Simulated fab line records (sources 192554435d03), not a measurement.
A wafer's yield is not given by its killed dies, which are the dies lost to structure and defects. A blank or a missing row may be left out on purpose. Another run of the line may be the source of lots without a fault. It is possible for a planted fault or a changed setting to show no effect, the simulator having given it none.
The tool behind it: which one? ; flow n5Finfet ; Sampling: 12 lots, 36 wafers, 2 of 1938 route steps

== WHAT EACH GAUGE READ, for each wafer ==
N5_SD_EPI_N_INSPECT_11: inspects for defects (macro).
lot;measured;on;rawDefectCount
L950;day 3 01:09;defectInspect-01;1 2 4
L951;day 3 05:36;defectInspect-01;1 1 2
L952;day 3 13:32;defectInspect-02;1 0 4
L953;day 3 17:56;defectInspect-01;0 2 1
L955;day 4 07:04;defectInspect-02;1 3 2
L958;day 5 03:29;defectInspect-01;2 1 2
L960;day 5 14:08;defectInspect-01;5 3 1
L963;day 6 06:57;defectInspect-02;2 0 2
L964;day 6 10:37;defectInspect-02;1 4 4
L969;day 7 22:29;defectInspect-02;2 4 0
L970;day 8 00:38;defectInspect-01;0 0 4
L973;day 8 20:47;defectInspect-02;3 1 1

N5_SD_EPI_N_INSPECT_26: inspects for defects (darkfield).
lot;measured;on;rawDefectCount
L950;day 3 05:37;defectInspect-01;142 140 176
L951;day 3 09:46;defectInspect-01;206 174 187
L952;day 3 18:21;defectInspect-02;150 174 195
L953;day 3 22:11;defectInspect-02;155 214 162
L955;day 4 11:30;defectInspect-01;268 221 187
L958;day 5 07:33;defectInspect-01;228 197 227
L960;day 5 18:45;defectInspect-01;197 202 193
L963;day 6 12:54;defectInspect-02;162 191 161
L964;day 6 15:17;defectInspect-02;170 204 171
L969;day 8 02:28;defectInspect-02;235 211 308
L970;day 8 05:08;defectInspect-01;173 225 189
L973;day 9 00:57;defectInspect-01;226 195 219

== WHICH TOOL RAN EACH LOT (tool, then ch and the chambers of the sampled wafers, then the start) ==
The record holds no process step before these readings.

== AS READ BY THE TOOLS THEMSELVES (means over the sampled wafers that have a number; for cases with no such wafer, the mark the record gives instead) ==
The record holds no such reading with a usual standard deviation.

== THE ANSWER, worked out from the rows above alone ==
Rule: the usual values come from the lots themselves. The widest of any qualifying gaps counts: lots, ordered by their means at a reading, are off when they make up no more than a third of the lots, leave a main group of 4 or more, and stand apart from it by 3 or more times the standard deviation of that group's means. Not used: any main group whose means are identical at the precision the tables above print for the reading. Also off: a lot with no number at a reading for which 4 or more lots have one. All remaining lots with rows at the step are treated as sound. First the gauges in route order, then the tools' own readings, where a lot's mean is used as printed above. At the first step where some lot is off, the reading lying furthest off is the one used; lots without a number count as furthest.
None of the lots is off at any reading shown; this tells nothing.

== WHAT HAD BEEN PUT IN BY THE SIMULATOR ==
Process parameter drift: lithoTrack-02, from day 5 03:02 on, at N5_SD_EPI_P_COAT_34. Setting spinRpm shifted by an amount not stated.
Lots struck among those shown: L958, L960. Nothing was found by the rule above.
